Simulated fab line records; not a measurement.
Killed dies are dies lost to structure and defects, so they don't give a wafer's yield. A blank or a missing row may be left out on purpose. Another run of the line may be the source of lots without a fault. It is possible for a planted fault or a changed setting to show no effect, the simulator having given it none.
Comparing a struck lot with a sound one + flow nandHarc + 15 out of 1302 route steps
Sound: these wafers, L960.1, L960.2, L960.5. Struck: wafer L956.5. (L956.1, L956.4 of the same lot were not struck and are left out.) The cause comes at the end.
At each step with rows: each side's tool, then ch and its chambers, then its first start. Under that, the readings that differ: sound wafers + struck wafers + difference of the means + sigmas: that difference in standard deviations of wafers without a fault.
alike: a reading whose means differ by less than 2 such deviations, as well as words and numbers matching on both sides. not compared: withheld readings; readings where some wafer has no value; bounds like >300 that might hide an equal value; numbers whose values overlap and for which the record gives no deviation.
Wherever a step has rows on one side only, a row that says differs or no value, or a row with sigmas, the two part there. Numbers that have no deviation but don't overlap get no sigmas and don't part them. A reading that every wafer of one side lacks parts them only if that side has two wafers or more.

NHARC_A_CONTACT_INSPECT_10:
  struck on defectInspect-02, day 26 10:39; sound on defectInspect-02, day 27 22:08
  alike: rawDefectCount
then, 5 steps without rows for these wafers: NHARC_A_CONTACT_DESCUM_13 (chemistry O2, time 3 s); NHARC_A_CONTACT_ETCH_88 (etches the open film in CF4, target depth 39 nm, time 65 s); NHARC_A_CONTACT_ETCH_89 (etches the open film in N2/H2, target depth 260 nm, time 475.3 s); NHARC_A_CONTACT_ETCH_30 (etches the open film in CF4/CHF3, target depth 72.6 nm, time 36.3 s); NHARC_A_CONTACT_ETCH_31 (etches the open film in O2/COS, target depth 2800 nm, time 728 s).
NHARC_A_CONTACT_ETCH_134: etches the open film in C4F8/O2/Ar, time 140 s, target depth 700 nm.
  sound on harCapEtch-03 ch 0,1, day 27 23:19; struck on harCapEtch-01 ch 1, day 26 11:50
  not compared: rfHoursCounterH
NHARC_A_CONTACT_ETCH_135: etches the open film in C4F8/O2/Ar, time 311 s, target depth 1912 nm.
  sound on harCapEtch-03 ch 0,1, day 27 23:31; struck on harCapEtch-01 ch 1, day 26 12:02
  not compared: rfHoursCounterH
then, 1 step without rows for these wafers: NHARC_A_CONTACT_ETCH_136 (etches the open film in C4F8/O2/Ar, time 311 s, target depth 1912 nm).
NHARC_A_CONTACT_ETCH_137: etches the open film in C4F8/O2/Ar, time 311 s, target depth 1912 nm.
  sound on harCapEtch-03 ch 0,1, day 28 00:02; struck on harCapEtch-01 ch 1, day 26 12:35
  not compared: rfHoursCounterH
NHARC_A_CONTACT_ETCH_138: etches the open film in C4F8/O2/Ar, time 311 s, target depth 1914 nm.
  sound on harCapEtch-03 ch 0,1, day 28 00:19; struck on harCapEtch-01 ch 1, day 26 12:52
  not compared: rfHoursCounterH
then, 1 step without rows for these wafers: NHARC_A_CONTACT_ETCH_139 (etches the open film in C4F8/O2/Ar, time 195 s, target depth 840 nm).
NHARC_A_CONTACT_ETCH_92: etches the open film in CH3F/O2, target depth 40 nm, time 85.7 s.
  sound on rieDiel-12 ch 0,2,3, day 28 01:10; struck on rieDiel-08 ch 2, day 26 13:42
| reading                  | sound                | struck | difference | sigmas |
|--------------------------|----------------------|--------|------------|--------|
| drypumpMotorCurrentA (A) | 5.86 5.79 5.61       | 6.33   | +0.58      | +2     |
| oesProductAu (a.u.)      | 0.915 0.906 0.906    | 0.729  | -0.180     | -9     |
| throttleValvePct (%)     | 20.670 20.645 20.668 | 20.641 | -0.020     | -2     |
  alike: o2FlowSccm, rfVppV, showerheadPlenumPTorr
  not compared: rfHoursCounterH
NHARC_A_CONTACT_ETCH_98: etches the open film in C4F6/O2, target depth 20 nm, time 10 s.
  sound: rieDiel-12 ch 0,1,3; struck: rieDiel-08 ch 0
| reading    | sound             | struck | difference | sigmas |
|------------|-------------------|--------|------------|--------|
| rfVppV (V) | 546.1 542.1 542.7 | 548.3  | +4.7       | +2     |
  alike: drypumpMotorCurrentA, o2FlowSccm, oesProductAu, showerheadPlenumPTorr, throttleValvePct
  not compared: rfHoursCounterH
NHARC_END_SORT_01:
  the record has rows for the sound wafers here (prober-01 ch 0, day 29 21:38) and none for the struck ones

## WHERE THEY PART
First at NHARC_A_CONTACT_ETCH_92; last, within this record, at NHARC_END_SORT_01.

WHY: whatever the simulator had introduced
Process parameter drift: rieDiel-08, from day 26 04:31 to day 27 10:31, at NHARC_A_CONTACT_ETCH_92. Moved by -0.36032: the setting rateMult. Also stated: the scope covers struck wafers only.
